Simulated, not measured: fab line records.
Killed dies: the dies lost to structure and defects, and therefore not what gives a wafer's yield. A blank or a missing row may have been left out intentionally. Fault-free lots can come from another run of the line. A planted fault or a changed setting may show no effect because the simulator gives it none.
fab line records	flow n5_finfet
[record] lots = 6	wafers = 18	last_day = 17
route steps=1938 shown FIN_SAQP@125 BEOL_M4@1111 PASSIVATION@1936
lots that met no fault: from a run of the same line without faults
start_h: hours from the record's opening day to when the first of the lot's shown wafers began	wait_h: hours since the lot's step before	" as in the row above	L1.1+2: several wafers, shown together as one row	- no value, or no start given	* or withheld: withheld	< > ~ a bound
route shown NAME@n: NAME is a module with steps in the file, n the number in the route of the first one	usual: the fault-free wafers' mean and standard deviation	same: alike in all rows	chamber/n: place in a boat	sites: each site's reading	_std_site: their standard deviation	_edge_site: mean of outer sites minus mean of inner sites	radius_mm: for every site, how far away it sits from the centre of the wafer	mask NAME#n: copy n	behind: tool/chamber where the wafer was last shaped	hold: reason for holding the lot/hours on hold/outcome of the hold	device: the n, p or np transistor that did not switch	end of line: tests run on the same wafers once the route is complete	where a step has no rows: the recipe by itself	killed: at the first sort, the dies lost to defects and structure; wafer yield is something else	map: per-die view of a wafer (x killed, . not killed, _ where there is no die)
set.NAME: setting as actually run; set.NAME@STEP: the setting as run at that earlier step	model.NAME: the simulator's own value behind a step, which no gauge read
lots seen at some steps along the route; tables by step, rows by wafer
services: when a tool's chamber went out of use (start_h, in hours from the record's first day, below 0 if earlier), for how many hours, and the reason
[[steps]]
[step N5_FIN_SAQP_SPACER1_ALD_24]
[recipe] material = SiO2	target_thk_a = 203	temp_c = 300	ald_precursor_family = BDEAS	ald_co_reactant = O2-plasma	pulse_time_s = 1	purge_time_s = 2	co_reactant_purge_time_s = 2	ald_cycles = 218	pressure_torr = 2
[usual] heater_power_w = 497/44	precursor_pulse_height_rel = 1.003/0.019
lot.wafer	tool	chamber	start_h	wait_h	heater_power_w	precursor_pulse_height_rel
L570.2	ald_sin-03	2	41.34	0.3	445	1.015
L570.3	"	3	"	"	489	1.000
L570.6	"	2	"	"	438	1.006
L573.1	ald_sin-04	2	61.75	1.7	570	0.987
L573.3	"	1	"	"	481	0.986
L573.4	"	0	"	"	462	1.002
L574.2	ald_sin-03	3	65.74	0.7	507	0.990
L574.5	"	3	"	"	519	0.989
L574.6	"	2	"	"	433	0.996
L578.1	ald_sin-01	1	90.49	0.5	453	0.991
L578.5	"	0	"	"	513	0.993
L578.6	"	3	"	"	490	0.994
L583.1	ald_sin-01	1	119.03	0.3	453	1.024
L583.4	"	0	"	"	532	1.039
L583.6	"	1	"	"	455	0.963
L588.2	ald_sin-03	1	149.49	0.3	439	1.045
L588.3	"	0	"	"	483	1.011
L588.5	"	2	"	"	474	1.022
[step N5_FIN_SAQP_SPACER1_ETCHBACK_25]
[recipe] chemistry = CHF3/O2	mode = anisotropic_etchback	target = SiO2	target_depth_a = 244	time_s = 12.2	pressure_mtorr = 30	source_w = 650	bias_w = 170	Ar_flow_sccm = 200	CHF3_flow_sccm = 50	O2_flow_sccm = 5	ion_energy_ev = 200
[usual] drypump_motor_current_A = 5.9/0.46	oes_o_777_au = 0.78/0.068	oes_product_au = 0.78/0.068	rf_fwd_power_W = 645.4/2.3	rf_vpp_V = 522/7.5	showerhead_plenum_p_Torr = 2.44/0.064	throttle_valve_pct = 18.99/0.23
lot.wafer	tool	chamber	start_h	wait_h	drypump_motor_current_A	oes_o_777_au	oes_product_au	rf_fwd_power_W	rf_hours_counter_h	rf_vpp_V	showerhead_plenum_p_Torr	throttle_valve_pct
L570.2	rie_diel-02	1	42.07	0.4	5.8	0.82	0.82	645.6	112	516	2.44	19.07
L570.3	"	2	"	"	6.7	0.79	0.79	646.8	134	520	2.54	19.35
L570.6	"	3	"	"	5.2	0.76	0.75	646.8	-	519	2.43	18.77
L573.1	rie_diel-04	1	62.52	0.4	5.6	0.87	0.88	646.9	40	521	2.46	19.04
L573.3	"	0	"	"	5.3	0.74	0.74	644.9	161	508	2.42	18.90
L573.4	"	3	"	"	5.6	0.72	0.71	646.1	210	538	2.49	19.27
L574.2	rie_diel-04	3	66.48	0.4	5.6	0.72	0.71	646.5	212	536	2.49	19.29
L574.5	"	0	"	"	5.3	0.74	0.74	644.1	-	508	2.42	18.91
L574.6	"	1	"	"	5.5	0.87	0.88	643.4	-	522	2.46	19.03
L578.1	rie_diel-02	1	91.21	0.4	5.8	0.81	0.79	642.4	124	514	2.43	19.08
L578.5	"	2	"	"	6.6	0.77	0.78	643.1	-	520	2.54	19.37
L578.6	"	1	"	"	5.8	0.81	0.80	640.4	-	516	2.43	19.06
L583.1	rie_diel-04	3	119.75	0.4	5.6	0.71	0.70	644.3	232	536	2.48	19.33
L583.4	"	1	"	"	5.6	0.85	0.84	643.0	61	521	2.45	19.04
L583.6	"	2	"	"	6.0	0.79	0.82	642.4	-	522	2.45	18.63
L588.2	rie_diel-01	3	150.21	0.4	6.7	0.72	0.72	641.0	219	532	2.49	19.23
L588.3	"	2	"	"	5.6	0.79	0.79	648.7	96	524	2.32	18.90
L588.5	"	3	"	"	6.7	0.71	0.71	643.5	-	533	2.49	19.23
[step N5_FIN_SAQP_MANDREL1_REMOVE_56]
[recipe] chemistry = HBr/Cl2/O2	bt_time_s = 10	target = a-Si	stop_on = SiNx	endpoint = OES-SiCl	over_etch_frac = 1	icp_w = 600	bias_w = 22	HBr_flow_sccm = 150	Cl2_flow_sccm = 80	O2_flow_sccm = 5	pressure_mtorr = 10
[usual] drypump_motor_current_A = 5.9/0.49	he_backside_leak_sccm = 2.69/0.3	mfc_cl2_sccm = 80.02/0.25	oes_o_777_au = 0.99/0.042	oes_product_au = 1.004/0.017	rf_fwd_power_W = 596.5/2.3	throttle_valve_pct = 36.6/0.35
[same] over_etch_frac = 1
lot.wafer	tool	chamber	start_h	wait_h	drypump_motor_current_A	he_backside_leak_sccm	mfc_cl2_sccm	oes_o_777_au	oes_product_au	rf_fwd_power_W	rf_hours_counter_h	throttle_valve_pct
L570.2	rie_si-02	1	42.17	0.1	5.5	2.54	79.88	1.02	1.019	599.6	6	36.5
L570.3	"	3	"	"	6.6	2.43	80.22	0.97	1.011	592.1	10	36.8
L570.6	"	0	"	"	5.8	2.20	79.71	0.93	1.004	597.4	-	36.2
L573.1	rie_si-02	2	62.61	0.1	5.9	2.75	79.86	1.03	1.021	597.4	78	36.7
L573.3	"	3	"	"	6.6	2.42	79.58	0.96	1.020	591.9	11	36.8
L573.4	"	0	"	"	5.8	2.48	80.15	0.92	1.003	594.3	57	36.2
L574.2	rie_si-01	2	66.57	0.1	5.4	3.09	80.20	1.02	1.017	598.3	30	36.5
L574.5	"	2	"	"	5.4	3.18	79.89	1.02	1.015	597.5	-	36.5
L574.6	"	3	"	"	5.5	2.42	80.17	1.01	0.977	594.6	-	37.2
L578.1	rie_si-02	3	91.29	0.1	6.6	2.35	80.04	0.96	1.005	597.3	11	36.8
L578.5	"	3	"	"	6.6	2.45	80.55	0.96	1.007	596.6	-	36.8
L578.6	"	2	"	"	5.9	2.76	79.59	1.03	1.021	596.7	-	36.8
L583.1	rie_si-01	1	119.84	0.1	5.3	2.72	80.21	1.04	1.000	599.0	125	37.0
L583.4	"	3	"	"	5.5	2.36	80.16	1.01	0.998	598.2	66	37.2
L583.6	"	2	"	"	5.4	3.34	79.96	1.03	1.027	597.7	-	36.5
L588.2	rie_si-02	2	150.29	0.1	5.9	2.66	80.29	1.04	1.026	597.6	80	36.8
L588.3	"	3	"	"	6.6	2.51	79.95	0.96	1.014	592.7	12	36.8
L588.5	"	2	"	"	5.9	2.61	80.28	1.04	1.025	596.4	-	36.8
[step N5_FIN_SAQP_CD_MEAS_27]
[recipe] target_cd_nm = 20	landing_energy_ev = 1000	detector = se_inlens	polarity = line
[usual] cd_nm = 20.31/0.24
lot.wafer	tool	chamber	start_h	wait_h	cd_nm
L570.2	cd_sem-02	0	42.28	0.1	20.50
L570.3	"	0	"	"	20.20
L570.6	"	0	"	"	20.14
L573.1	cd_sem-03	0	62.72	0.1	20.36
L573.3	"	0	"	"	19.92
L573.4	"	0	"	"	20.13
L574.2	cd_sem-01	0	66.68	0.1	20.18
L574.5	"	0	"	"	19.84
L574.6	"	0	"	"	20.39
L578.1	cd_sem-03	0	91.40	0.1	20.45
L578.5	"	0	"	"	20.34
L578.6	"	0	"	"	20.66
L583.1	cd_sem-01	0	119.95	0.1	20.27
L583.4	"	0	"	"	20.50
L583.6	"	0	"	"	19.94
L588.2	cd_sem-02	0	150.41	0.1	20.45
L588.3	"	0	"	"	20.32
L588.5	"	0	"	"	20.34
[step N5_FIN_SAQP_ETCH_57]
[recipe] chemistry = CH3F/O2	target = SiNx	mask_material = SiO2	target_depth_a = 325	time_s = 46.4	pressure_mtorr = 30	source_w = 395	bias_w = 73	Ar_flow_sccm = 150	CH3F_flow_sccm = 30	O2_flow_sccm = 20	ion_energy_ev = 120	ends = cleared
[step N5_FIN_SAQP_ETCH_65]
[recipe] chemistry = CF4	target = SiO2	target_depth_a = 40	ion_energy_ev = 350	time_s = 4.4	pressure_mtorr = 10	icp_w = 800	bias_w = 400	cf4_flow_sccm = 80
[step N5_FIN_SAQP_MANDREL_ETCH_58]
[recipe] chemistry = HBr/Cl2	target = a-Si	target_depth_a = 450	bt_time_s = 10	stop_on = SiNx	mask_material = SiO2	over_etch_frac = 0.8	time_s = 27	pressure_mtorr = 10	icp_w = 800	bias_w = 75	HBr_flow_sccm = 150	Cl2_flow_sccm = 80	ends = end_point
[step N5_FIN_SAQP_RECESS_63]
[recipe] chemistry = HF/NH3	target = SiO2	target_depth_a = 180	afs_cycles = 3	temp_c = 30	sublimation_temp_c = 180	sublimation_time_s = 60
[step N5_FIN_SAQP_COAT_68]
[recipe] resist = SOC	temp_c = 250	time_s = 60	spin_rpm = 1500	resist_thk_nm = 100
[step N5_FIN_SAQP_ETCH_69]
[recipe] chemistry = N2/H2	target = SOC	target_depth_a = 1500	stop_on = SiNx	ion_energy_ev = 100	bias_w = 61	pressure_mtorr = 30	source_w = 850	n2_flow_sccm = 200	h2_flow_sccm = 200
[step N5_FIN_SAQP_ETCH_67]
[recipe] chemistry = CH3F/O2	target = SiNx	target_depth_a = 300	mask_material = SOC	pressure_mtorr = 30	source_w = 395	bias_w = 73	Ar_flow_sccm = 150	CH3F_flow_sccm = 30	O2_flow_sccm = 20	ion_energy_ev = 120
[usual] drypump_motor_current_A = 5.8/0.44	oes_o_777_au = 0.79/0.067	oes_product_au = 0.78/0.068	rf_fwd_power_W = 390.6/1.7	rf_vpp_V = 296/4.1	showerhead_plenum_p_Torr = 2.03/0.046	throttle_valve_pct = 16.44/0.24
lot.wafer	tool	chamber	start_h	wait_h	drypump_motor_current_A	oes_o_777_au	oes_product_au	rf_fwd_power_W	rf_hours_counter_h	rf_vpp_V	showerhead_plenum_p_Torr	throttle_valve_pct
L570.2	rie_diel-02	3	43.14	0.0	5.2	0.76	0.75	391.9	144	297	2.02	16.23
L570.3	"	1	"	"	5.8	0.84	0.81	388.6	113	293	2.02	16.50
L570.6	"	3	"	"	5.2	0.76	0.75	393.0	-	296	2.02	16.23
L573.1	rie_diel-02	0	63.57	0.1	6.2	0.69	0.70	395.5	238	295	2.07	16.74
L573.3	"	3	"	"	5.2	0.75	0.74	392.3	-	296	2.02	16.25
L573.4	"	0	"	"	6.2	0.69	0.69	393.4	-	295	2.07	16.74
L574.2	rie_diel-02	3	67.66	0.1	5.2	0.75	0.74	392.5	153	295	2.02	16.25
L574.5	"	0	"	"	6.2	0.69	0.70	391.2	-	294	2.07	16.74
L574.6	"	3	"	"	5.2	0.74	0.74	391.2	-	294	2.02	16.25
L578.1	rie_diel-02	3	92.20	0.0	5.2	0.74	0.72	390.6	163	295	2.01	16.28
L578.5	"	2	"	"	6.7	0.77	0.77	390.3	-	296	2.11	16.78
L578.6	"	3	"	"	5.2	0.74	0.73	390.1	-	296	2.01	16.28
L583.1	rie_diel-02	3	121.06	0.0	5.2	0.73	0.72	392.9	175	295	2.01	16.31
L583.4	"	2	"	"	6.6	0.76	0.76	389.5	155	294	2.10	16.80
L583.6	"	0	"	"	6.2	0.95	0.96	393.0	-	295	2.07	16.29
L588.2	rie_diel-02	1	151.18	0.0	5.8	0.80	0.78	386.3	147	292	2.01	16.56
L588.3	"	0	"	"	6.2	0.91	0.91	394.2	14	294	2.06	16.32
L588.5	"	3	"	"	5.2	0.73	0.72	393.5	-	296	2.01	16.32
[step N5_FIN_SAQP_STRIP_70]
[recipe] chemistry = N2/H2	power_w = 500	temp_c = 40	pressure_mtorr = 50	rf_frequency_hz = 6e+07	overash_fraction = 0.3	bias_power_w = 28	h2_frac = 0.5	n2_flow_sccm = 300	h2_flow_sccm = 300
[usual] drypump_motor_current_A = 5.8/0.44	oes_product_au = 0.78/0.067	rf_fwd_power_W = 494.2/2.1	rf_vpp_V = 122.1/0.8	showerhead_plenum_p_Torr = 3.39/0.064	throttle_valve_pct = 18.81/0.27
lot.wafer	tool	chamber	start_h	wait_h	drypump_motor_current_A	oes_product_au	rf_fwd_power_W	rf_hours_counter_h	rf_vpp_V	showerhead_plenum_p_Torr	throttle_valve_pct
L570.2	rie_diel-02	3	43.18	0.0	5.3	0.75	496.6	144	120.6	3.35	18.50
L570.3	"	1	"	"	5.9	0.81	493.2	113	121.9	3.35	18.56
L570.6	"	3	"	"	5.2	0.76	496.6	-	122.6	3.35	18.50
L573.1	rie_diel-02	0	63.63	0.0	6.2	0.70	495.4	238	121.3	3.45	18.84
L573.3	"	3	"	"	5.2	0.75	496.9	-	120.9	3.35	18.51
L573.4	"	0	"	"	6.2	0.70	495.6	-	122.4	3.45	18.84
L574.2	rie_diel-02	3	67.72	0.0	5.2	0.75	496.8	153	122.3	3.35	18.52
L574.5	"	0	"	"	6.2	0.70	493.1	-	121.7	3.45	18.82
L574.6	"	3	"	"	5.2	0.75	496.4	-	122.0	3.35	18.53
L578.1	rie_diel-02	3	92.24	0.0	5.2	0.74	496.6	163	122.4	3.34	18.53
L578.5	"	2	"	"	6.7	0.77	494.0	-	122.1	3.50	19.28
L578.6	"	3	"	"	5.2	0.74	496.1	-	122.7	3.34	18.54
L583.1	rie_diel-02	3	121.10	0.0	5.2	0.72	497.1	175	122.8	3.34	18.55
L583.4	"	2	"	"	6.7	0.77	492.2	155	122.9	3.49	19.30
L583.6	"	0	"	"	6.2	0.95	494.1	-	121.9	3.44	18.44
L588.2	rie_diel-02	1	151.22	0.0	5.9	0.77	492.0	147	120.5	3.34	18.61
L588.3	"	0	"	"	6.2	0.92	495.7	14	121.8	3.43	18.43
L588.5	"	3	"	"	5.2	0.72	496.7	-	121.7	3.33	18.57
[step N5_FIN_SAQP_RECESS_71]
[recipe] chemistry = HF/NH3	target = SiO2	target_depth_a = 30	afs_cycles = 1	temp_c = 30	sublimation_temp_c = 180	sublimation_time_s = 60
[usual] afs_cycles = 1/0	drypump_motor_current_A = 5.6/0.41
lot.wafer	tool	chamber	start_h	wait_h	afs_cycles	drypump_motor_current_A
L570.2	vapor_etch-01	0	43.24	0.0	1	5.2
L570.3	"	0	"	"	1	5.3
L570.6	"	0	"	"	1	5.2
L573.1	vapor_etch-02	0	63.71	0.1	-	-
L573.3	"	1	"	"	-	-
L573.4	"	0	"	"	-	-
L574.2	vapor_etch-01	0	67.80	0.1	-	-
L574.5	"	0	"	"	-	-
L574.6	"	1	"	"	-	-
L578.1	vapor_etch-02	0	92.31	0.0	1	5.3
L578.5	"	1	"	"	1	6.2
L578.6	"	0	"	"	1	5.3
L583.1	vapor_etch-02	0	121.16	0.0	1	5.3
L583.4	"	1	"	"	1	6.2
L583.6	"	1	"	"	1	6.2
L588.2	vapor_etch-01	1	151.28	0.0	1	5.6
L588.3	"	1	"	"	1	5.6
L588.5	"	1	"	"	1	5.6
[step N5_FIN_SAQP_SPACER2_ALD_28]
[recipe] material = SiO2	target_thk_a = 81	temp_c = 300	ald_precursor_family = BDEAS	ald_co_reactant = O2-plasma	pulse_time_s = 1	purge_time_s = 2	co_reactant_purge_time_s = 2	pressure_torr = 2
[step N5_BEOL_M4_RC_MEAS_101]
[usual] DIBL_N = 36.1/1.6	DIBL_P = 35.8/2.1	IOFF_N = 0.16/0.031	IOFF_P = 0.21/0.034	ION_N = 673/12	ION_P = 461/7.2	SS_N = 71.4/0.59	SS_P = 73.3/0.63	VT_N = 250/3.1	VT_P = -250/3.3
lot.wafer	tool	chamber	start_h	wait_h	DIBL_N[mV/V]	DIBL_P[mV/V]	IOFF_N[nA/um]	IOFF_P[nA/um]	ION_N[uA/um]	ION_P[uA/um]	SS_N[mV/dec]	SS_P[mV/dec]	VT_N[mV]	VT_P[mV]
L570.2	prober-02	0	181.05	0.2	36.1	37.5	0.16	0.21	661	453	71.7	73.8	252	-252
L570.3	"	0	"	"	35.4	34.8	0.14	0.17	662	445	71.4	73.5	253	-254
L570.6	"	0	"	"	34.3	33.9	0.13	0.16	660	453	71.2	72.9	252	-258
L573.1	prober-01	0	210.18	0.0	33.8	33.7	0.11	0.16	644	443	71.2	73.1	253	-253
L573.3	"	0	"	"	35.4	34.8	0.14	0.17	656	450	70.8	73.2	250	-255
L573.4	"	0	"	"	35.0	34.2	0.14	0.16	660	444	71.4	73.6	253	-257
L574.2	prober-01	0	215.25	0.2	34.8	33.4	0.13	0.20	667	463	71.3	72.9	250	-247
L574.5	"	0	"	"	34.0	33.0	0.12	0.19	668	463	71.0	73.3	251	-250
L574.6	"	0	"	"	36.1	33.9	0.15	0.21	686	467	71.6	73.0	249	-247
L578.1	prober-01	0	246.05	0.0	35.5	36.0	0.16	0.21	678	464	71.0	72.8	249	-250
L578.5	"	0	"	"	35.3	35.9	0.16	0.21	677	470	70.7	73.3	248	-251
L578.6	"	0	"	"	33.9	34.3	0.13	0.19	677	466	70.7	73.5	251	-250
L583.1	prober-01	0	274.64	0.0	38.7	38.6	0.18	0.21	669	453	72.0	73.8	247	-253
L583.4	"	0	"	"	36.3	36.3	0.14	0.18	663	455	71.1	73.9	249	-255
L583.6	"	0	"	"	37.9	38.0	0.17	0.21	671	453	71.6	73.8	249	-254
L588.2	prober-01	0	300.90	0.2	38.9	38.0	0.21	0.25	684	459	73.1	74.4	248	-248
L588.3	"	0	"	"	34.0	32.3	0.12	0.17	672	463	70.8	72.6	253	-252
L588.5	"	0	"	"	36.3	35.1	0.16	0.22	683	473	71.6	73.3	250	-249
[step N5_PASSIVATION_PROBE_49]
[usual] defect_limited_yield = 91.0/1.5	killed_at_M0_to_M3 = 35/11	killed_at_M4_up = 13/6	killed_at_contacts = 14/6.5	killed_at_front_end = 40/12	killed_at_other = 4/3.4	killed_dies = 106/18	killed_open = 68/14	killed_short = 35/7.7	sort_bin_5_function = 5.2/0.98	sort_bin_6_memory = 3.4/0.72	sort_n_pass = 1074/18	sort_yield_pct = 91.0/1.5
[same] gross_dies = 1180	killed_at_back_side = 0	sort_bin_4_leakage[%] = 0	sort_bin_8_speed[%] = 0
lot.wafer	tool	chamber	start_h	wait_h	defect_limited_yield[%]	killed_at_M0_to_M3	killed_at_M4_up	killed_at_contacts	killed_at_front_end	killed_at_other	killed_dies	killed_open	killed_short	sort_bin_5_function[%]	sort_bin_6_memory[%]	sort_n_pass	sort_yield_pct[%]
L570.2	prober-02	-	286.84	0.1	91.1	40	13	19	27	6	105	69	34	5.3	3.4	1075	91.1
L570.3	prober-02	-	286.89	0.1	90.3	49	11	9	44	1	114	74	35	6.5	2.5	1066	90.3
L570.6	prober-02	-	287.04	0.3	92.2	39	11	12	25	5	92	62	26	5.1	2.3	1088	92.2
L573.1	prober-01	-	306.71	0.0	88.4	36	14	18	66	3	137	108	23	6.3	5.3	1043	88.4
L573.4	prober-01	-	306.86	0.2	88.6	27	26	24	56	1	134	95	36	6.5	4.5	1046	88.6
// killed by level:class
L570.2 MOL_CONTACT_COAG:geometric_particle:open=17 BEOL_M0_SAQP:geometric_particle:short=15 BEOL_M0_SAQP:geometric_particle:open=15 FIN_SAQP:geometric_particle:open=7 STI_FIN_REVEAL:geometric_particle:open=6 BEOL_M4:geometric_particle:open=5 DUMMY_GATE:geometric_particle:open=4 BEOL_M2:geometric_particle:open=3
L570.3 BEOL_M0_SAQP:geometric_particle:short=18 BEOL_M0_SAQP:geometric_particle:open=17 FIN_SAQP:geometric_particle:open=14 STI_FIN_REVEAL:geometric_particle:open=9 MOL_CONTACT_COAG:geometric_particle:open=8 FIN_SAQP:geometric_particle:short=7 BEOL_M2:geometric_particle:open=4 BEOL_M3:geometric_particle:open=4
L570.6 MOL_CONTACT_COAG:geometric_particle:open=11 BEOL_M0_SAQP:geometric_particle:short=9 BEOL_M0_SAQP:geometric_particle:open=9 BEOL_M3:geometric_particle:open=7 FIN_SAQP:geometric_particle:short=5 BEOL_M4:geometric_particle:open=5 STI_FIN_REVEAL:geometric_particle:open=4 BEOL_M1:geometric_particle:open=4
L573.1 STI_FIN_REVEAL:geometric_particle:open=26 MOL_CONTACT_COAG:geometric_particle:open=14 FIN_SAQP:geometric_particle:open=9 BEOL_M1:geometric_particle:open=9 BEOL_M0_SAQP:geometric_particle:open=9 BEOL_M2:geometric_particle:open=9 STARTING-WAFER:geometric_particle:open=8 ILD0:geometric_particle:open=6
L573.4 MOL_CONTACT_COAG:geometric_particle:open=20 STI_FIN_REVEAL:geometric_particle:open=18 BEOL_M4:geometric_particle:open=15 FIN_SAQP:geometric_particle:short=10 BEOL_M3:geometric_particle:open=7 FIN_SAQP:geometric_particle:open=6 BEOL_M0_SAQP:geometric_particle:short=5 BEOL_M5:geometric_particle:open=5
[[services]]
tool	chamber	start_h	hours	kind
ald_sin-01	3	18.95	4.7	repair
rie_si-02	0	20.01	7.1	repair
rie_diel-02	-	46.23	2.8	pm
ald_sin-04	1	49.52	1.7	repair
rie_diel-02	2	49.88	22.3	repair
rie_diel-02	1	60.94	12.0	repair
vapor_etch-02	-	67.72	1.4	repair
ald_sin-03	1	67.81	6.7	repair
rie_diel-01	1	68.06	6.8	repair
ald_sin-03	-	86.62	14.0	pm
ald_sin-03	0	86.62	14.0	vent_cycle
ald_sin-03	1	86.62	14.0	vent_cycle
ald_sin-03	2	86.62	14.0	vent_cycle
ald_sin-03	3	86.62	14.0	vent_cycle
rie_diel-02	0	91.12	-	clean
rie_diel-02	0	91.12	-	consumable_replace:focus_ring
rie_diel-02	0	91.12	16.2	scheduled_down
rie_diel-02	0	91.12	16.2	vent_cycle
rie_diel-01	1	98.46	4.6	repair
ald_sin-03	0	100.62	-	clean
ald_sin-03	1	100.62	-	clean
ald_sin-03	2	100.62	-	clean
rie_si-02	-	147.51	0.1	repair
rie_diel-04	3	149.90	3.7	repair
[[key]]
[first_sign] step = N5_FIN_SAQP_RECESS_71	reading = tool_record	direction = missing
effect none on later readings
met_at N5_FIN_SAQP_RECESS_71
struck_wafers L573.1,L573.3,L573.4,L574.2,L574.5,L574.6
onset_between 43.24 63.71
[fault] kind = skipped_step_whole	tool = vapor_etch-01,vapor_etch-02	chamber = -	onset_h = 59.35	steps = N5_FIN_SAQP_RECESS_71	scope = struck_lots_only
